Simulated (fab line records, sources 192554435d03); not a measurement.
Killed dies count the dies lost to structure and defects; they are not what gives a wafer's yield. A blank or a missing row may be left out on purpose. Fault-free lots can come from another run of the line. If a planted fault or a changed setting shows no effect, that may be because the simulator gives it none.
The same fault as seen by 2 desks -- flow n5 finfet -- what lay behind the numbers comes last; until then each desk has only its own

== METROLOGY DESK ==
What the gauges read for every lot (on any tool): the sampled wafers with a number, averaged. Any lot whose mean is over 4 standard deviations away from the usual mean is out of limits and marked OUT; that distance is given in the brackets. Shown are 7 of the 18 readings it has, namely the first that went out of limits plus those furthest out on some lot.
Columns: A = cd nm at N5_FIN_SAQP_CD_MEAS_31, usual 8.12 nm; B = cd nm at N5_STI_FIN_REVEAL_CD_MEAS_22, usual 6.28 nm; C = DIBL_P at N5_BEOL_M4_RC_MEAS_101, usual 36.2 mV/V; D = ION_N at N5_BEOL_M4_RC_MEAS_101, usual 672 uA/um; E = ION_P at N5_BEOL_M4_RC_MEAS_101, usual 461 uA/um; F = VT_N at N5_BEOL_M4_RC_MEAS_101, usual 250 mV; G = VT_N_LVT at N5_BEOL_M4_RC_MEAS_101, usual 99 mV
lot,first seen here,A,B,C,D,E,F,G
L140,day 2 10:22,8.04,6.47,33.6,672,462,253,100
L141,day 2 17:04,8.12,6.35,37.5,675,458,248,96
L143,day 3 04:08,7.99,6.09,35.0,666,461,252,100
L144,day 3 08:33,8.02,6.18,37.6,667,463,251,100
L146,day 3 20:03,8.04,6.79,36.0,681,465,249,99
L147,day 4 01:17,8.10,6.45,38.9,678,460,247,95
L152,day 5 09:01,7.04 (-5.2) OUT,4.96 (-5.1) OUT,26.3 (-4.1) OUT,621,437,266 (+4.7) OUT,112
L154,day 5 21:13,7.61,5.63,31.1,644,446,259,108
L157,day 6 14:17,8.10,6.47,38.8,693,468,247,94
L158,day 6 22:04,8.16,6.23,34.4,651,451,254,100
L159,day 7 01:25,8.16,6.14,37.1,687,461,249,94
L160,day 7 08:20,8.22,6.27,36.6,680,471,248,99
L161,day 7 13:10,8.14,6.18,38.5,689,466,248,95
L162,day 7 19:23,8.18,6.09,36.4,679,468,250,98
This desk's verdict: out of limits on L152, starting with L152 at day 5 09:01 (cd nm at N5_FIN_SAQP_CD_MEAS_31). L140, L141, L143, L144, L146, L147, L154, L157, L158, L159, L160, L161, L162 stayed within limits.

== DESK OF THE TOOL OWNER: ald sin-01 ==
The tool's own readings at N5_FIN_SAQP_SPACER2_ALD_28 (deposits SiO2, target thk 8.1 nm, pulse time 1 s, purge time 2 s): means of the sampled wafers that have a number, for each lot that ran on this tool. Any lot whose mean is over 4 standard deviations away from the usual mean is out of limits and marked OUT; that distance is given in the brackets.
Columns: A = chamber pressure Torr at N5_FIN_SAQP_SPACER2_ALD_28, usual 2.000 Torr; B = heater power outer w at N5_FIN_SAQP_SPACER2_ALD_28, usual 262 W; C = heater power w at N5_FIN_SAQP_SPACER2_ALD_28, usual 466 W; D = precursor pulse height rel at N5_FIN_SAQP_SPACER2_ALD_28, usual 1.001
lot,first seen here,A,B,C,D
L140,day 2 09:50,1.998,258,447,1.019
L147,day 4 00:46,2.001,280,475,1.009
L152,day 5 08:29,1.998,231,418,0.998
L154,day 5 20:41,2.002,235,419,1.007
Result from this desk: across the 4 lots, nothing is out of limits.

== PUT TOGETHER ==
L152 would have let the metrology desk raise an alarm at day 5 09:01.
The tool owner's desk saw nothing out of limits.
On record at the tool owner's desk: L152, within its limits.
Every lot named ran N5_FIN_SAQP_SPACER2_ALD_28 on ald sin-01.

== WHAT THE SIMULATOR PUT IN ==
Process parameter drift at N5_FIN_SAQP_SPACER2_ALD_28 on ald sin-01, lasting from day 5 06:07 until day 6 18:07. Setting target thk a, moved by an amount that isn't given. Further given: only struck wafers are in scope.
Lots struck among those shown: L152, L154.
Delay in hours, fault start to first out-of-limits reading, per desk: metrology desk 3.
